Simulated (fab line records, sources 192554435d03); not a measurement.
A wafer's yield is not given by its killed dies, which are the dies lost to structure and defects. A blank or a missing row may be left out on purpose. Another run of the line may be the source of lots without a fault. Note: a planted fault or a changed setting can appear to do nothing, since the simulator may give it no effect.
Which tool was responsible? + flow n5Finfet + 9 lots with 26 wafers sampled at 7 steps, on a route of 1938 steps

WHAT EACH GAUGE READ, for each wafer
N5_BEOL_M3_CD_MEAS_18: pitch 36 nm, target cd 18 nm. Usual: cdNm at 18.0 nm, with a standard deviation of 0.35.
| lot  | measured     | on       | cdNm (nm)      | flag |
|------|--------------|----------|----------------|------|
| L288 | day 7 08:44  | cdSem-02 | 17.9 17.6 17.8 |      |
| L289 | day 7 17:31  | cdSem-01 | 18.1 17.9 17.8 |      |
| L291 | day 7 22:17  | cdSem-02 | 17.9 18.1 18.4 |      |
| L293 | day 8 08:06  | cdSem-01 | 18.0 18.3 18.5 |      |
| L295 | day 9 11:52  | cdSem-03 | 18.2 18.1 17.3 |      |
| L296 | day 9 16:11  | cdSem-01 | 17.5 17.9      |      |
| L299 | day 10 13:56 | cdSem-01 | 17.5 17.5 18.0 |      |
| L302 | day 10 19:19 | cdSem-02 | 18.3 18.6 18.2 |      |
| L310 | day 13 02:58 | cdSem-03 | 19.6 18.2 18.0 |      |

N5_BEOL_M3_CD_MEAS_35: target cd 18 nm, target cd y 21 nm. Usual: cdNm at 18.0 nm, with a standard deviation of 0.37.
| lot  | measured     | on       | cdNm (nm)      | flag |
|------|--------------|----------|----------------|------|
| L288 | day 7 13:33  | cdSem-02 | 17.7 17.3 18.0 |      |
| L289 | day 8 00:34  | cdSem-01 | 18.2 18.0 18.0 |      |
| L291 | day 8 06:48  | cdSem-03 | 18.3 18.0 18.0 |      |
| L293 | day 8 16:33  | cdSem-01 | 17.9 18.0 18.9 |      |
| L295 | day 9 19:34  | cdSem-01 | 18.1 17.9 17.4 |      |
| L296 | day 9 23:39  | cdSem-03 | 17.9 17.6      |      |
| L299 | day 10 16:23 | cdSem-03 | 17.9 17.8 18.3 |      |
| L302 | day 11 03:03 | cdSem-03 | 17.8 18.2 18.0 |      |
| L310 | day 13 09:18 | cdSem-03 | 19.3 17.7 18.2 |      |

N5_BEOL_M4_RC_MEAS_101. Usual: DIBL_N 36.1 mV/V, standard deviation 1.6; DIBL_P 35.8 mV/V, standard deviation 2.1; IOFF_N 0.16 nA/um, standard deviation 0.031; IOFF_P 0.21 nA/um, standard deviation 0.034; ION_N 673 uA/um, standard deviation 12; ION_P 461 uA/um, standard deviation 7.2; SS_N 71.4 mV/dec, standard deviation 0.59; SS_P 73.3 mV/dec, standard deviation 0.63; VT_N 250 mV, standard deviation 3.1; VT_P -250 mV, standard deviation 3.3.
| lot  | measured     | on        | DIBL_N (mV/V)  | DIBL_P (mV/V)  | IOFF_N (nA/um) | IOFF_P (nA/um) | ION_N (uA/um) | ION_P (uA/um) | SS_N (mV/dec)  | SS_P (mV/dec)  | VT_N (mV)   | VT_P (mV)      | flag |
|------|--------------|-----------|----------------|----------------|----------------|----------------|---------------|---------------|----------------|----------------|-------------|----------------|------|
| L288 | day 8 07:31  | prober-01 | 35.3 38.5 36.4 | 35.4 38.8 37.1 | 0.15 0.21 0.16 | 0.19 0.24 0.23 | 674 687 674   | 457 461 465   | 71.6 72.6 71.7 | 73.0 73.6 73.4 | 249 245 250 | -251 -249 -247 |      |
| L289 | day 8 18:02  | prober-02 | 34.3 35.6 35.1 | 33.2 35.8 33.9 | 0.11 0.13 0.12 | 0.15 0.19 0.16 | 661 663 661   | 454 458 460   | 71.0 70.2 71.0 | 72.4 73.4 72.8 | 254 251 254 | -255 -254 -254 |      |
| L291 | day 9 09:04  | prober-02 | 36.3 36.1 38.2 | 36.9 37.0 39.6 | 0.17 0.17 0.23 | 0.21 0.21 0.27 | 683 677 687   | 459 457 465   | 71.6 71.6 72.3 | 73.3 73.4 74.0 | 250 249 243 | -253 -253 -249 |      |
| L293 | day 9 18:20  | prober-01 | 35.0 33.3 35.1 | 35.2 31.9 35.1 | 0.14 0.10 0.14 | 0.18 0.14 0.18 | 666 649 662   | 455 445 452   | 71.4 70.9 70.7 | 72.9 72.0 73.5 | 251 261 252 | -255 -256 -255 |      |
| L295 | day 10 12:10 | prober-01 | 38.0 37.3 36.9 | 38.3 35.4 35.4 | 0.17 0.14 0.14 | 0.26 0.21 0.21 | 679 660 664   | 480 458 462   | 72.0 71.1 71.9 | 73.9 73.1 72.7 | 250 249 253 | -244 -249 -248 |      |
| L296 | day 10 17:59 | prober-02 | 36.4 36.4      | 35.5 36.1      | 0.14 0.15      | 0.18 0.21      | 667 668       | 453 454       | 70.6 70.6      | 73.6 73.7      | 251 251     | -253 -251      |      |
| L299 | day 11 10:46 | prober-01 | 36.6 36.2 33.7 | 36.1 34.7 32.1 | 0.16 0.15 0.12 | 0.22 0.19 0.16 | 667 665 658   | 463 457 448   | 71.8 71.3 70.5 | 73.7 72.7 72.8 | 249 253 252 | -248 -249 -251 |      |
| L302 | day 11 19:40 | prober-01 | 35.4 33.9 32.9 | 35.8 34.5 33.4 | 0.15 0.13 0.11 | 0.21 0.18 0.17 | 672 656 646   | 465 454 457   | 71.2 70.8 70.6 | 73.1 72.5 72.7 | 249 254 253 | -250 -250 -252 |      |
| L310 | day 13 22:20 | prober-02 | 34.9 35.4 36.7 | 36.0 36.3 38.3 | 0.16 0.17 0.21 | 0.20 0.21 0.24 | 682 674 688   | 463 461 463   | 71.6 71.3 72.0 | 73.4 74.2 73.9 | 248 248 242 | -247 -248 -248 |      |

WHICH TOOL RAN EACH LOT (tool, then ch and the chambers of the sampled wafers, then the start)
| lot  | N5_BEOL_M2_SPUTTER_96       | N5_BEOL_M3_PECVD_72            | N5_BEOL_M3_ETCH_64                | N5_BEOL_M3_STRIP_66               |
|------|-----------------------------|--------------------------------|-----------------------------------|-----------------------------------|
| L288 | pvdSputter-03, day 7 05:02  | pecvd-02 ch 0,2, day 7 06:15   | rieDiel-05 ch 0,2,3, day 7 08:16  | rieDiel-05 ch 0,2,3, day 7 08:23  |
| L289 | pvdSputter-03, day 7 13:08  | pecvd-01 ch 0,1,2, day 7 14:25 | rieDiel-05 ch 0,2,3, day 7 16:54  | rieDiel-05 ch 0,2,3, day 7 17:02  |
| L291 | pvdSputter-01, day 7 17:56  | pecvd-01 ch 0,1,2, day 7 19:13 | rieDiel-05 ch 0,1,2, day 7 21:45  | rieDiel-05 ch 0,1,2, day 7 21:53  |
| L293 | pvdSputter-02, day 8 03:23  | pecvd-03 ch 0,1,2, day 8 04:37 | rieDiel-05 ch 0,1,2, day 8 07:33  | rieDiel-05 ch 0,1,2, day 8 07:40  |
| L295 | pvdSputter-03, day 9 09:11  | pecvd-03 ch 0,1,2, day 9 10:28 | rieDiel-06 ch 1,2,3, day 9 11:31  | rieDiel-06 ch 1,2,3, day 9 11:38  |
| L296 | pvdSputter-01, day 9 13:08  | pecvd-02 ch 0,2, day 9 14:28   | rieDiel-03 ch 3, day 9 15:50      | rieDiel-03 ch 3, day 9 15:58      |
| L299 | pvdSputter-02, day 10 09:39 | pecvd-02 ch 0,1, day 10 11:52  | rieDiel-06 ch 0,1,3, day 10 13:35 | rieDiel-06 ch 0,1,3, day 10 13:43 |
| L302 | pvdSputter-02, day 10 16:08 | pecvd-01 ch 0,1, day 10 17:20  | rieDiel-03 ch 0,1,2, day 10 18:49 | rieDiel-03 ch 0,1,2, day 10 18:56 |
| L310 | pvdSputter-03, day 12 22:07 | pecvd-03 ch 0,1, day 12 23:20  | rieDiel-03 ch 0,1,3, day 13 02:24 | rieDiel-03 ch 0,1,3, day 13 02:31 |
- N5_BEOL_M2_SPUTTER_96: material Cu, target thk 4.5 nm, time 8.29 s.
- N5_BEOL_M3_PECVD_72: deposits SiO2 from TEOS/O2, target thk 16 nm, time 18 s.
- N5_BEOL_M3_ETCH_64: etches SOC in N2/H2, target depth 75 nm, overetch 15 nm, time 112.5 s.
- N5_BEOL_M3_STRIP_66: strips in CF4.

WHAT THE TOOLS THEMSELVES READ (means of the sampled wafers that have a number; where no wafer has one, the mark that the record gives instead)
N5_BEOL_M2_SPUTTER_96. Usual: throttleValvePct at 29.9 %, with a standard deviation of 0.89.
| lot  | tool          | throttleValvePct (%) | flag |
|------|---------------|----------------------|------|
| L288 | pvdSputter-03 | 30.5                 |      |
| L289 | pvdSputter-03 | 30.6                 |      |
| L291 | pvdSputter-01 | 29.7                 |      |
| L293 | pvdSputter-02 | 29.7                 |      |
| L295 | pvdSputter-03 | 29.9                 |      |
| L296 | pvdSputter-01 | 30.2                 |      |
| L299 | pvdSputter-02 | 29.9                 |      |
| L302 | pvdSputter-02 | 29.5                 |      |
| L310 | pvdSputter-03 | 30.0                 |      |

N5_BEOL_M3_PECVD_72. Usual: heaterPowerW 773 W, standard deviation 68; showerheadPlenumPTorr 8.78 Torr, standard deviation 0.053; throttleValvePct 22.4 %, standard deviation 1.4.
| lot  | tool     | heaterPowerW (W) | showerheadPlenumPTorr (Torr) | throttleValvePct (%) | flag |
|------|----------|------------------|------------------------------|----------------------|------|
| L288 | pecvd-02 | 691              | 8.79                         | 21.9                 |      |
| L289 | pecvd-01 | 815              | 8.78                         | 22.6                 |      |
| L291 | pecvd-01 | 817              | 8.78                         | 22.6                 |      |
| L293 | pecvd-03 | 806              | 8.76                         | 21.9                 |      |
| L295 | pecvd-03 | 855              | 8.77                         | 21.7                 |      |
| L296 | pecvd-02 | 696              | 8.77                         | 22.5                 |      |
| L299 | pecvd-02 | 771              | 8.84                         | 23.1                 |      |
| L302 | pecvd-01 | 785              | 8.78                         | 22.5                 |      |
| L310 | pecvd-03 | 835              | 8.77                         | 23.4                 |      |

N5_BEOL_M3_ETCH_64. Usual: drypumpMotorCurrentA 5.8 A, standard deviation 0.52; oesProductAu 0.63 a.u., standard deviation 0.06; rfVppV 524.2 V, standard deviation 2.7; showerheadPlenumPTorr 2.55 Torr, standard deviation 0.095; throttleValvePct 17.92 %, standard deviation 0.24.
| lot  | tool       | drypumpMotorCurrentA (A) | oesProductAu (a.u.) | rfVppV (V) | showerheadPlenumPTorr (Torr) | throttleValvePct (%) | flag |
|------|------------|--------------------------|---------------------|------------|------------------------------|----------------------|------|
| L288 | rieDiel-05 | 5.6                      | 0.64                | 522.8      | 2.53                         | 17.93                |      |
| L289 | rieDiel-05 | 5.7                      | 0.63                | 523.7      | 2.53                         | 17.94                |      |
| L291 | rieDiel-05 | 5.8                      | 0.66                | 524.4      | 2.53                         | 17.77                |      |
| L293 | rieDiel-05 | 5.8                      | 0.66                | 524.6      | 2.53                         | 17.79                |      |
| L295 | rieDiel-06 | 5.9                      | 0.61                | 522.6      | 2.51                         | 18.12                |      |
| L296 | rieDiel-03 | 5.7                      | 0.57                | 524.1      | 2.52                         | 17.86                |      |
| L299 | rieDiel-06 | 6.0                      | 0.67                | 524.5      | 2.58                         | 18.09                |      |
| L302 | rieDiel-03 | 6.0                      | 0.60                | 524.4      | 2.57                         | 17.95                |      |
| L310 | rieDiel-03 | 5.9                      | 0.59                | 524.2      | 2.53                         | 17.91                |      |

N5_BEOL_M3_STRIP_66. Usual: drypumpMotorCurrentA 5.8 A, standard deviation 0.52; oesProductAu 0.79 a.u., standard deviation 0.075; rfVppV 271.2 V, standard deviation 1.6; showerheadPlenumPTorr 1.80 Torr, standard deviation 0.064; throttleValvePct 13.66 %, standard deviation 0.2.
| lot  | tool       | drypumpMotorCurrentA (A) | oesProductAu (a.u.) | rfVppV (V) | showerheadPlenumPTorr (Torr) | throttleValvePct (%) | flag |
|------|------------|--------------------------|---------------------|------------|------------------------------|----------------------|------|
| L288 | rieDiel-05 | 5.7                      | 0.80                | 270.8      | 1.78                         | 13.61                |      |
| L289 | rieDiel-05 | 5.7                      | 0.79                | 270.7      | 1.78                         | 13.63                |      |
| L291 | rieDiel-05 | 5.8                      | 0.82                | 270.1      | 1.78                         | 13.48                |      |
| L293 | rieDiel-05 | 5.7                      | 0.82                | 270.2      | 1.78                         | 13.50                |      |
| L295 | rieDiel-06 | 5.9                      | 0.76                | 270.3      | 1.76                         | 13.78                |      |
| L296 | rieDiel-03 | 5.6                      | 0.72                | 271.5      | 1.80                         | 13.80                |      |
| L299 | rieDiel-06 | 6.0                      | 0.84                | 272.1      | 1.81                         | 13.73                |      |
| L302 | rieDiel-03 | 6.0                      | 0.74                | 272.0      | 1.81                         | 13.75                |      |
| L310 | rieDiel-03 | 5.9                      | 0.73                | 271.7      | 1.79                         | 13.72                |      |

THE ANSWER, worked out from the rows above alone
Rule: lot off if the mean of its wafers having a number is beyond 3 standard deviations from the usual mean. A lot without any number at a reading at which 4 lots or more have one is off too. The other lots that the step has rows for count as sound. First the gauges in route order, then the tools' own readings, where a lot's mean is used as printed above. The first step at which some lot is off is used, and at that step the reading that is off furthest; a lot without a number counts as furthest.
No lot is off on any of the readings shown, so nothing can be concluded from this.

WHAT HAD BEEN PUT IN BY THE SIMULATOR
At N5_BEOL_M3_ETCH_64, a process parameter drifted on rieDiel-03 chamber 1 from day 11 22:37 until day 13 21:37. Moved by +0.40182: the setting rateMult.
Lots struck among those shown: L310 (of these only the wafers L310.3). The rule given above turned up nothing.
